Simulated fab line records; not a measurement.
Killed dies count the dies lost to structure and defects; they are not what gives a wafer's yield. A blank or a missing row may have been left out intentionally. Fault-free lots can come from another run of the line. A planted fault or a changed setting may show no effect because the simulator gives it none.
Struck lot and sound lot, side by side ; flow n5Finfet ; 19 out of 1938 route steps
Sound: these wafers, L845.1, L845.4, L845.6. Struck: wafers L852.1, L852.5, L852.6. Last of all comes the cause.
At each step with rows: each side's tool, then ch and its chambers, then its first start. Under that, the readings that differ: sound wafers ; struck wafers ; difference of the means ; sigmas: that difference in standard deviations of wafers without a fault.
alike: same words and numbers on both sides, and readings whose means sit less than 2 such deviations apart. not compared: any withheld reading, any reading some wafer has no value for, any bound like >300 that may hide the same value, and any number with overlapping values for which the record gives no deviation.
The two part at a step that has a row with sigmas, a row that says differs or no value, or rows on one side only. Numbers that don't overlap but have no deviation are shown without sigmas and don't part them. A reading that every wafer of one side lacks parts them only if that side has two wafers or more.

N5_BEOL_M10_RS_MEAS_57: the measuring method here is four-point-probe.
  sound on filmMetro-02 at day 11 16:42; struck on filmMetro-02 at day 14 12:16
  alike: M10_RS
N5_BEOL_M10_INSPECT_58: inspects for defects (darkfield).
  sound on defectInspect-01 at day 11 16:43; struck on defectInspect-01 at day 14 12:18
  alike: rawDefectCount
N5_BEOL_M11_ILD_DEP_00: deposits SiCOH lowk from DEMS/porogen, target thk 308.51 nm, time 58 s.
  sound on pecvd-04 ch 0,1,2, day 11 16:46; struck on pecvd-01 ch 0,1,2, day 14 12:20
  alike: chamberPressureTorr, heaterPowerW, showerheadPlenumPTorr, throttleValvePct
  not compared: sinceWetCleanH
N5_BEOL_M11_CURE_71: cures SiCOH lowk, time 240 s.
  sound on uvCure-03 ch 2, day 11 16:50; struck on uvCure-02 ch 0, day 14 12:25
  alike: lampPowerPct, wafer_temp_C_max
N5_BEOL_M11_THK_MEAS_01:
  sound on filmMetro-02 at day 11 17:21; struck on filmMetro-01 at day 14 12:55
  alike: M11_ILD_THK
N5_BEOL_M11_PECVD_70: deposits SiO2 from TEOS/O2, target thk 20 nm, time 22.7 s.
  sound on pecvd-01 ch 1,2, day 11 17:23; struck on pecvd-02 ch 0,2, day 14 12:58
reading;sound;struck;difference;sigmas
heaterPowerW (W);576 800 580;983 865 975;+289;+3
  alike: chamberPressureTorr, showerheadPlenumPTorr, throttleValvePct
  not compared: sinceWetCleanH
N5_BEOL_M11_HM_DEP_02: deposits TiN, target thk 20 nm.
  sound on pvdSputter-03 at day 11 17:53; struck on pvdSputter-03 at day 14 13:47
  alike: throttleValvePct
then, 5 steps without rows for these wafers: N5_BEOL_M11_COAT_59 (time 60 s, resist thk 100 nm); N5_BEOL_M11_COAT_60 (time 60 s, resist thk 30 nm); N5_BEOL_M11_COAT_05 (resist thk 90 nm); N5_BEOL_M11_EBR_07; N5_BEOL_M11_SOFTBAKE_06 (time 60 s).
N5_BEOL_M11_EXPOSE_08: exposes mask M11.
  sound on arfiScanner-02 ch 0, day 11 18:08; struck on arfiScanner-03 ch 0, day 14 14:10
reading;sound;struck;difference;sigmas
model.BEOL_M11.overlayXNm (nm);-0.2 -0.2 -0.2;10.6 10.6 10.6;+10.8;
  alike: mask
then, 2 steps without rows for these wafers: N5_BEOL_M11_PEB_09 (peb time 60 s); N5_BEOL_M11_DEVELOP_10 (develop time 30 s).
N5_BEOL_M11_CD_MEAS_11 targets a cd of 64.1 nm.
  sound on cdSem-03 ch 0, day 11 18:16; struck on cdSem-02 ch 0, day 14 14:17
  alike: cdNm
N5_BEOL_M11_OVL_MEAS_12:
  sound on overlay-01 ch 0, day 11 18:17; struck on overlay-01 ch 0, day 14 14:19
reading;sound;struck;difference;sigmas
M11_OVL (nm);0.4 1.0 0.9;11.3 10.4 9.8;+9.7;+12
N5_BEOL_M11_INSPECT_13: inspects for defects (brightfield).
  sound on defectInspect-02 at day 11 18:19; struck on defectInspect-01 at day 14 14:20
  alike: rawDefectCount
N5_PASSIVATION_PROBE_49:
  rows exist in the record for the sound wafers here (prober-01, day 13 13:12), none for the struck ones

## WHERE THEY PART
Last at N5_PASSIVATION_PROBE_49 as far as this record goes, first at N5_BEOL_M11_PECVD_70.

WHY: the cause the simulator had injected
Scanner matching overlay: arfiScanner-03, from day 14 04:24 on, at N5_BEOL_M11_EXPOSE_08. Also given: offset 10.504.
